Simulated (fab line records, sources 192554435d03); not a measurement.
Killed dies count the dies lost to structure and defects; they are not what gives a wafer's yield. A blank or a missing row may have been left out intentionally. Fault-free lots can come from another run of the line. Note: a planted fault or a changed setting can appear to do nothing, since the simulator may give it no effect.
Chamber matching    flow n5_finfet    N5_FIN_SAQP_DESCUM_21 on rie_diel-05: 4 sister chambers
The step chemistry O2, time 7.9 s. 8 wafers are shown with their chamber, then 10 later ones without.

== WAFERS, EACH WITH ITS CHAMBER ==
wafer   chamber  drypump_motor_current_A (A)  showerhead_plenum_p_Torr (Torr)
L080.5  3        5.5                          2.17
L081.2  2        5.2                          1.96
L081.5  2        5.2                          1.96
L083.3  1        5.1                          2.18
L083.5  0        6.4                          2.01
L083.6  1        5.1                          2.18
L090.3  0        6.4                          2.00
L090.4  3        5.6                          2.16

== WAFERS MISSING THEIR CHAMBER ==
wafer   drypump_motor_current_A (A)  showerhead_plenum_p_Torr (Torr)
L090.6  6.5                          2.00
L092.4  5.1                          2.17
L092.5  5.5                          2.16
L092.6  6.4                          2.00
L093.1  5.2                          2.22
L093.5  5.6                          2.16
L093.6  6.4                          2.00
L096.1  5.5                          2.16
L096.3  5.1                          2.16
L096.5  5.2                          2.22

== WHICH CHAMBER EACH ONE RAN IN ==
wafer    from the rows above   in truth
L090.6   0                     0
L092.4   1                     1
L092.5   3                     3
L092.6   0                     0
L093.1   1                     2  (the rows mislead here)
L093.5   3                     3
L093.6   0                     0
L096.1   3                     3
L096.3   1                     1
L096.5   1                     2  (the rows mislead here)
Correct placement for 8 of the 10. Number that these rows cannot place: 0. Number placed wrongly: 2.
How it was worked out, from the rows above alone: a wafer's distance from a chamber is the root of the sum, over the readings, of the square of ((its reading less the chamber's mean) divided by the reading's scatter). If the next closest chamber is less than 2 further off than the closest, the wafer can't be placed; otherwise it belongs to the closest. A chamber's mean is the mean of its shown wafers. How the scatter is found: for the shown wafers, subtract from each reading the mean of its chamber, square and add these, divide the total by (wafers less chambers), then take the root.
